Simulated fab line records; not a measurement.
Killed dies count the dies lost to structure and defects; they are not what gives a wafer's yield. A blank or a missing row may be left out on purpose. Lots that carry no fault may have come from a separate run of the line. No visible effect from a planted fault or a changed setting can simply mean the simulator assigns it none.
Which tool was responsible? -- flow n5Finfet -- 9 lots, 27 wafers sampled, at 2 steps of a route of 1938

== WHAT THE GAUGES READ, wafer by wafer ==
N5_FIN_SAQP_CD_MEAS_31 targets a cd of 8 nm.
lot,measured,on,cdNm (nm)
L616,day 3 14:33,cdSem-03,8.21 8.03 8.21
L620,day 4 19:54,cdSem-03,8.47 8.17 7.78
L621,day 5 03:49,cdSem-03,8.12 7.92 8.02
L624,day 5 14:51,cdSem-01,7.98 8.16 8.21
L625,day 5 20:02,cdSem-02,7.96 8.23 7.53
L626,day 6 04:20,cdSem-01,8.03 7.76 7.84
L630,day 7 01:10,cdSem-01,8.16 7.88 7.96
L631,day 7 07:13,cdSem-02,8.31 8.49 7.77
L633,day 7 20:34,cdSem-01,8.23 7.70 8.23

== TOOL THAT RAN EACH LOT (tool first, then ch and the chambers of the sampled wafers, then the start) ==
lot,N5_FIN_SAQP_SPACER2_ALD_28
L616,"aldSin-02 ch 1,2,3, day 3 14:01"
L620,"aldSin-02 ch 1,2,3, day 4 19:10"
L621,"aldSin-02 ch 0,1,3, day 5 03:18"
L624,"aldSin-01 ch 0,3, day 5 14:14"
L625,"aldSin-03 ch 1,2, day 5 19:26"
L626,"aldSin-02 ch 1,2, day 6 03:47"
L630,"aldSin-01 ch 1,3, day 7 00:38"
L631,"aldSin-01 ch 0,1, day 7 06:41"
L633,"aldSin-01 ch 0,2,3, day 7 20:02"
- N5_FIN_SAQP_SPACER2_ALD_28: deposits SiO2, target thk 8.1 nm, pulse time 1 s, purge time 2 s.

== THE ANSWER, worked out from the rows above alone ==
Rule: the lots themselves supply what counts as usual. The widest of any qualifying gaps counts: lots, ordered by their means at a reading, are off when they make up no more than a third of the lots, leave a main group of 4 or more, and stand apart from it by 3 or more times the standard deviation of that group's means. Not used: any main group whose means are identical at the precision the tables above print for the reading. A lot without any number at a reading at which 4 lots or more have one is off too. All remaining lots with rows at the step are treated as sound.
None of the lots is off at any reading shown; this tells nothing.

== WHAT THE SIMULATOR HAD INSERTED ==
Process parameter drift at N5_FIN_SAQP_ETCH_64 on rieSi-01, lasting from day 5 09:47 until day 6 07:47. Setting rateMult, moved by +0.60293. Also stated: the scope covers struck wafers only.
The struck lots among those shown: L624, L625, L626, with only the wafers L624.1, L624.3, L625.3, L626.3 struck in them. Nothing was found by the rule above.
